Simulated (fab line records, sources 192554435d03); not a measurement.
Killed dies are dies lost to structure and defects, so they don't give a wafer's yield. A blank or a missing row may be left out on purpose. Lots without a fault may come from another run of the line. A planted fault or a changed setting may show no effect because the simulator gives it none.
Split-lot experiment | flow n5_finfet | 7 lots, 21 wafers read, on a route of 1938 steps

THE SPLIT
At N5_BEOL_M2_COAT_61 (time 60 s, resist thk 60 nm), the setting spin_rpm was moved away from the recipe's 1500 rpm on 3 of the 21 wafers read, by -7.8% to +7.7%. The other wafers ran this setting at the recipe's value.

The reading is taken at the split's own step.

THE READING
SOC_of_BEOL_M2_COAT_61.thk_nm (the simulator's own value, which no gauge read), in nm, at N5_BEOL_M2_COAT_61 (time 60 s, resist thk 60 nm). The file gives no usual value for it. The 18 wafers here that ran the recipe average 60.0 nm, standard deviation 0.16 nm.

wafer  | tool, chamber at the split | spin_rpm as run, rpm | against the recipe | SOC_of_BEOL_M2_COAT_61.thk_nm, nm | against lot-mates on the recipe
L075.1 | litho_track-05, 0          | 1500                 | recipe             | 59.8                              | -
L075.2 | litho_track-05, 0          | 1500                 | recipe             | 59.8                              | -
L075.6 | litho_track-05, 0          | 1500                 | recipe             | 59.8                              | -
L077.2 | litho_track-05, 0          | 1383                 | -7.8%              | 62.2                              | +2.6
L077.5 | litho_track-05, 0          | 1500                 | recipe             | 59.6                              | -
L077.6 | litho_track-05, 0          | 1383                 | -7.8%              | 62                                | +2.4
L081.1 | litho_track-05, 0          | 1500                 | recipe             | 60                                | -
L081.3 | litho_track-05, 0          | 1500                 | recipe             | 60.2                              | -
L081.6 | litho_track-05, 0          | 1500                 | recipe             | 59.8                              | -
L083.3 | litho_track-05, 0          | 1500                 | recipe             | 60                                | -
L083.5 | litho_track-05, 0          | 1500                 | recipe             | 60                                | -
L083.4 | litho_track-05, 0          | 1500                 | recipe             | 59.8                              | -
L084.1 | litho_track-04, 0          | 1500                 | recipe             | 60.2                              | -
L084.5 | litho_track-04, 0          | 1500                 | recipe             | 60                                | -
L084.6 | litho_track-04, 0          | 1615                 | +7.7%              | 58                                | -2.1
L096.1 | litho_track-04, 0          | 1500                 | recipe             | 60.2                              | -
L096.4 | litho_track-04, 0          | 1500                 | recipe             | 60                                | -
L096.6 | litho_track-04, 0          | 1500                 | recipe             | 60                                | -
L095.1 | litho_track-03, 0          | 1500                 | recipe             | 60                                | -
L095.2 | litho_track-03, 0          | 1500                 | recipe             | 60                                | -
L095.3 | litho_track-03, 0          | 1500                 | recipe             | 60                                | -

THE FIT
A straight line over all 21 wafers: SOC_of_BEOL_M2_COAT_61.thk_nm changes by -0.268 nm for each +1% of spin_rpm; r = -0.98; the points scatter about the line by 0.16 nm.
The same after taking each lot's own level away (the mean of its wafers on the recipe; 21 wafers): -0.304 nm for each +1%; r = -0.99; scatter 0.11 nm.
On that fit, the largest move of spin_rpm shifts the reading by 2.4 nm.
The lots' own levels span 59.60 to 60.10 nm, that is 3.2 times the standard deviation above.
So the lot-to-lot level changes the slope: the two fits differ.
Check: with one of the wafers moved furthest among these (-7.8%) left out of the fit, the line predicts +2.28 nm for it against its lot-mates. It came out at +2.6 nm against them.

OTHER SPLITS ON THESE WAFERS
These wafers also went through other splits before the reading. Each is held against what the fit with the lots' levels taken away leaves over:
other split on the same wafers           | wafers away from the commonest value | r with SOC_of_BEOL_M2_COAT_61.thk_nm (lot level and that fit taken away)
N5_MOL_CONTACT_COAG_COAT_77 spin_rpm     | 11                                   | +0.18
N5_MOL_CONTACT_COAG_CVD_140 target_thk_a | 7                                    | -0.01
N5_BEOL_M0_SAQP_PECVD_96 time_s          | 4                                    | +0.01
N5_BEOL_M0_SAQP_EXPOSE_11 dose_mj        | 7                                    | -0.11
N5_BEOL_M0_SAQP_MANDREL_ETCH_20 bias_w   | 8                                    | +0.32
N5_BEOL_M0_ETCH_138 source_w             | 5                                    | +0.03
N5_BEOL_M0_ETCH_109 bias_w               | 7                                    | -0.32
N5_BEOL_M1_TRENCH_ETCH_37 time_s         | 9                                    | -0.07

THE FILE'S OWN FIT
SOC_of_BEOL_M2_COAT_61.thk_nm changes by -0.298 nm for each +1% of spin_rpm, r = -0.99.
